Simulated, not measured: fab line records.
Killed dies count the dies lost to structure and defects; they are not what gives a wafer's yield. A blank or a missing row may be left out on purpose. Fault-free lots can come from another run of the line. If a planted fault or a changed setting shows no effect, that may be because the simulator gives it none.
Problem report in the 8D (eight disciplines) form, filled by code	flow n5-finfet	the parts of the form that need people (team, actions taken, sign-off) are left out

== 1. THE ISSUE ==
Mean of spin-speed-rpm at N5_BEOL_M12_COAT_66: 1170.1 rpm across 5 wafers in 2 lots; on wafers with no fault it is 1500.0 rpm (standard deviation 0.96). So: -99 or more standard deviations from the usual mean.
The step: time 60 s, resist thk 110 nm.
First observed at day 13 03:52: wafer L325.1, on litho-track-02. The record has a number at this step for 27 wafers belonging to 10 lots. Rule for "out", or "out of limits": more than 4 standard deviations from the usual mean. The other wafers with a number count as sound.

== 2. WHAT IT IS, WHAT IT ISN'T ==
question	is	is not
which readings at this step	spin-speed-rpm	-
which lots	L325, L327	L318, L321, L326, L328, L330, L331, L336, L338
which wafers of those lots	all that have a number	-
read on which tools	litho-track-02	litho-track-03, litho-track-05
when	from day 13 03:52	up to then (6 sound wafers); but 16 sound wafers of L326, L328, L330, L331, L336, L338 came after

== 3. THE SUSPECTS, EACH WITH WHAT RULES IT OUT ==
Counting: a tool at any process step up to the reading remains a suspect when it ran all the lots that are out and ran no sound lot after the first of those.
- rie-diel-03 at N5_BEOL_M12_ETCH_59 (etches BARC in N2/H2, target depth 89 nm, overetch 26.7 nm, time 67.9 s): ruled out as a lasting fault. After its first lot that is out, L325 (day 13 03:22), sound lots L326, L331, L336, L338 ran on it.
- litho-track-02 at N5_BEOL_M12_COAT_66 (time 60 s, resist thk 110 nm): kept. It ran every lot that is out, first L325 (day 13 03:52), and no sound lot after that; its last sound lot up to then is L321 (day 11 23:45). Its own spin-speed-rpm readings are out on those wafers.
After counting, what remains is litho-track-02 at N5_BEOL_M12_COAT_66.

== 4. THE CAUSE (what the simulator had put in) ==
Process parameters drifting: litho-track-02 at N5_BEOL_M12_COAT_66, beginning at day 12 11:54. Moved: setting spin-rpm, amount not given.
Only this tool survived the counting.

== 5. THE EFFECT CHAIN, in route order ==
Rows list readings where the struck wafers' mean (over those with a number) sits beyond 3 standard deviations from the usual. Readings are gone through only where the record gives a usual standard deviation; hours: the median, over the lots, of the time from a lot's start at the first step in this table giving one to that lot's start at this step; sigmas: the change measured in usual standard deviations.
hours	step	reading	usual	on struck wafers	change	sigmas
0	N5_BEOL_M12_COAT_66	spin-speed-rpm	1500.0 rpm	1170.1	-329.9	-99 or more
1	N5_BEOL_M12_ETCH_67	etch-rf-on-time-s	234 s	266	+32	+5.6
The process steps in it:
- N5_BEOL_M12_COAT_66: time 60 s, resist thk 110 nm.
- N5_BEOL_M12_ETCH_67: etches SiARC in CF4, target depth 143 nm, time 238.3 s.

== 6. HOW IT WOULD HAVE BEEN CAUGHT EARLIER ==
In this record the first reading out of limits was taken at day 13 03:52, 16 hours after the fault began at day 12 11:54.
